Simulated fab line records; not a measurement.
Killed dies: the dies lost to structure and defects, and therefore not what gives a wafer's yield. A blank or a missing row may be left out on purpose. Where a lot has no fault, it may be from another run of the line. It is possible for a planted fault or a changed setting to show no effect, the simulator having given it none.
Comparing a struck lot with a sound one    flow n5Finfet    41 out of 1938 route steps
Sound: these wafers, L148.1, L148.4, L148.6. Struck: wafer L146.2 (L146.1, L146.5, from the same lot, were not struck and are left out); the cause is given at the end.
For every step that has rows: the tool of each side, followed by ch and its chambers, followed by its first start. Under that, the readings that differ: sound wafers    struck wafers    difference of the means    sigmas: that difference in standard deviations of wafers without a fault.
alike: readings with means less than 2 such deviations apart, plus words and numbers identical on both sides. not compared: withheld readings, readings lacking a value on some wafer, bounds such as >300 that could conceal the same value, and numbers that have no deviation in the record and whose values overlap.
A row with sigmas, a row that says differs or no value, or rows on one side alone: a step with any of these is where the two part. Numbers that have no deviation but don't overlap get no sigmas and don't part them. Lack of a reading on every wafer of one side parts them only where that side has two or more wafers.

first, 9 steps without rows for these wafers: N5_BEOL_M0_SAQP_COAT_82 (time 60 s, resist thk 30 nm); N5_BEOL_M0_SAQP_COAT_08 (resist thk 90 nm); N5_BEOL_M0_SAQP_EBR_10; N5_BEOL_M0_SAQP_SOFTBAKE_09 (time 60 s); N5_BEOL_M0_SAQP_EXPOSE_11 (exposes mask M0 CORE, target cd 42 nm); N5_BEOL_M0_SAQP_PEB_12 (peb time 60 s); N5_BEOL_M0_SAQP_DEVELOP_13 (develop time 30 s); N5_BEOL_M0_SAQP_DESCUM_19 (chemistry O2, time 7.9 s); N5_BEOL_M0_SAQP_ETCH_83 (etches SiARC in CF4, target depth 39 nm, time 65 s).
N5_BEOL_M0_SAQP_ETCH_84: etches SOC in N2/H2, target depth 100 nm, overetch 20 nm, time 150 s.
  sound on rieDiel-03 ch 2,3, day 11 02:33; struck on rieDiel-04 ch 2, day 10 13:45
reading                                         sound            struck  difference  sigmas
model.etch.depthNm (nm)                         99.61 100 100.2  77.34   -22.60      
model.SiARC_of_BEOL_M0_SAQP_COAT_82.thkNm (nm)  24.4 24.2 24.6   26.2    +1.8        
  alike: drypumpMotorCurrentA, oesProductAu, rfVppV, showerheadPlenumPTorr, throttleValvePct
  not compared: rfHoursCounterH
then, 1 step without rows for these wafers: N5_BEOL_M0_SAQP_STRIP_80 (strips in N2/H2).
N5_BEOL_M0_SAQP_HM_OPEN_112: chemistry CHF3/O2, target SiO2, stops on a-Si, target depth 12 nm, time 13.5 s.
  sound on rieDiel-03 ch 2,3, day 11 02:40; struck on rieDiel-04 ch 2, day 10 13:51
reading                                         sound           struck  difference  sigmas
oesProductAu (a.u.)                             0.47 0.49 0.47  0.28    -0.20       -5
model.SiARC_of_BEOL_M0_SAQP_COAT_82.thkNm (nm)  5.4 4.8 5.6     7.2     +1.9        
  alike: drypumpMotorCurrentA, oes_ar_750_au, rfVppV, showerheadPlenumPTorr, throttleValvePct
  not compared: rfHoursCounterH
then, 1 step without rows for these wafers: N5_BEOL_M0_SAQP_STRIP_113 (strips in CHF3/O2).
N5_BEOL_M0_SAQP_MANDREL_ETCH_20: etches a-Si in HBr/Cl2, stops on SiNx, target depth 60 nm, bt time 10 s, time 30 s.
  sound on rieSi-01 ch 0,2,3, day 11 02:44; struck on rieSi-01 ch 1, day 10 13:56
reading               sound              struck  difference  sigmas
oesProductAu (a.u.)   0.769 0.796 0.759  0.321   -0.454      -35
throttleValvePct (%)  35.2 35.4 35.3     36.2    +0.9        +3
  alike: drypumpMotorCurrentA, heBacksideLeakSccm
  not compared: rfHoursCounterH
then, 5 steps without rows for these wafers: N5_BEOL_M0_SAQP_STRIP_86 (strips in N2/H2); N5_BEOL_M0_SAQP_STRIP_115 (strips in post etch residue remover, time 60 s); N5_BEOL_M0_SAQP_SRD_93 (time 30 s); N5_BEOL_M0_SAQP_RECESS_114 (chemistry HF/NH3, target SiO2, target depth 14.4 nm, afs cycles 3, sublimation time 60 s); N5_BEOL_M0_SAQP_SPACER1_ALD_98 (deposits SiO2, target thk 12.8 nm, pulse time 1 s, purge time 2 s).
N5_BEOL_M0_SAQP_SPACER1_ETCHBACK_99: etches SiO2 in CHF3/O2, target depth 15.4 nm, time 7.7 s.
  sound on rieDiel-04 ch 0,2, day 11 04:44; struck on rieDiel-04 ch 2, day 10 15:03
reading              sound           struck  difference  sigmas
oesProductAu (a.u.)  0.73 0.72 0.73  0.27    -0.46       -6
  alike: drypumpMotorCurrentA, oes_ar_750_au, rfVppV, showerheadPlenumPTorr, throttleValvePct
  not compared: rfHoursCounterH
N5_BEOL_M0_SAQP_MANDREL1_REMOVE_100: chemistry HBr/Cl2/O2, target a-Si, stops on SiNx, bt time 10 s.
  sound on rieSi-06 ch 1,2, day 11 04:49; struck on rieSi-04 ch 1, day 10 15:08
reading                       sound              struck  difference  sigmas
oesProductAu (a.u.)           0.997 0.980 0.997  0.378   -0.613      -36
model.BEOL_M0_SAQP.cdNm (nm)  12.6 12.8 12.8     42.2    +29.5       
  alike: drypumpMotorCurrentA, heBacksideLeakSccm, throttleValvePct
  not compared: rfHoursCounterH
N5_BEOL_M0_SAQP_CD_MEAS_25: the cd target is 13.1 nm.
  sound on cdSem-01 ch 0, day 11 04:56; struck on cdSem-01 ch 0, day 10 15:15
  not compared: cdNm
then, 12 steps without rows for these wafers: N5_BEOL_M0_SAQP_ETCH_101 (etches SiNx in CH3F/O2, target depth 29.9 nm, time 42.7 s); N5_BEOL_M0_SAQP_ETCH_102 (etches SiO2 in CF4, target depth 4 nm, time 4.4 s); N5_BEOL_M0_SAQP_MANDREL_ETCH_103 (etches a-Si in HBr/Cl2, stops on SiCN, target depth 45 nm, bt time 10 s, time 27 s); N5_BEOL_M0_SAQP_RECESS_104 (chemistry HF/NH3, target SiO2, target depth 18 nm, afs cycles 3, sublimation time 60 s); N5_BEOL_M0_SAQP_COAT_105 (time 60 s, resist thk 100 nm); N5_BEOL_M0_SAQP_ETCH_106 (etches SOC in N2/H2, stops on SiNx, target depth 150 nm); N5_BEOL_M0_SAQP_ETCH_107 (etches SiNx in CH3F/O2, target depth 30 nm); N5_BEOL_M0_SAQP_STRIP_108 (strips in N2/H2); N5_BEOL_M0_SAQP_RECESS_109 (chemistry HF/NH3, target SiO2, target depth 3 nm, afs cycles 1, sublimation time 60 s); N5_BEOL_M0_SAQP_SPACER2_ALD_26 (deposits SiO2, target thk 15 nm, pulse time 1 s, purge time 2 s); N5_BEOL_M0_SAQP_SPACER2_ETCHBACK_27 (etches SiO2 in CHF3/O2, target depth 22.5 nm, time 11.25 s); N5_BEOL_M0_SAQP_MANDREL2_REMOVE_110 (chemistry HBr/Cl2/O2, target a-Si, stops on SiCN, bt time 10 s).
N5_BEOL_M0_SAQP_CD_MEAS_29: the cd target is 14.4 nm.
  sound on cdSem-01 ch 0, day 11 06:53; struck on cdSem-03 ch 0, day 10 18:13
  not compared: cdNm
then, 4 steps without rows for these wafers: N5_BEOL_M0_SAQP_COAT_69 (time 60 s, resist thk 90 nm); N5_BEOL_M0_SAQP_COAT_72 (time 60 s, resist thk 15 nm); N5_BEOL_M0_SAQP_COAT_87 (time 60 s, resist thk 5 nm); N5_BEOL_M0_SAQP_COAT_34 (resist thk 30 nm).
N5_BEOL_M4_RC_MEAS_101:
  the record has rows for the sound wafers here (prober-01 ch 0, day 13 21:15) and none for the struck ones
-- the record jumps here: 7 days lie between the struck wafers' starts before and after (it left off in module BEOL_M4 and takes up again in module PASSIVATION, whose first step shown is number 1936 of the route) --
N5_PASSIVATION_PROBE_49:
  sound: prober-02 at day 18 11:35; struck: prober-01 at day 18 01:01
reading                  sound           struck  difference  sigmas
defectLimitedYield (%)   91.0 91.1 90.9  0       -91         -65
killed_at_M0_to_M3       13 24 29        1118    +1096       +99 or more
killed_at_M4_up          24 21 22        9       -13         -3
killedDies               106 105 107     1180    +1074       +63
killedOnRim              18 18 14        152     +135        +32
sort_bin_5_function (%)  5.6 4.7 5.8     95.6    +90.2       +92
sortNPass                1074 1075 1073  0       -1074       -51
sortYieldPct (%)         91.0 91.1 90.9  0       -91         -54
  alike: killedAtContacts, killedAtFrontEnd, killedAtOther, killedOpen, killedShort, sort_bin_6_memory

WHERE THEY PART
At N5_BEOL_M0_SAQP_HM_OPEN_112 first; at N5_PASSIVATION_PROBE_49 last (within this record only).

WHY: whatever the simulator had introduced
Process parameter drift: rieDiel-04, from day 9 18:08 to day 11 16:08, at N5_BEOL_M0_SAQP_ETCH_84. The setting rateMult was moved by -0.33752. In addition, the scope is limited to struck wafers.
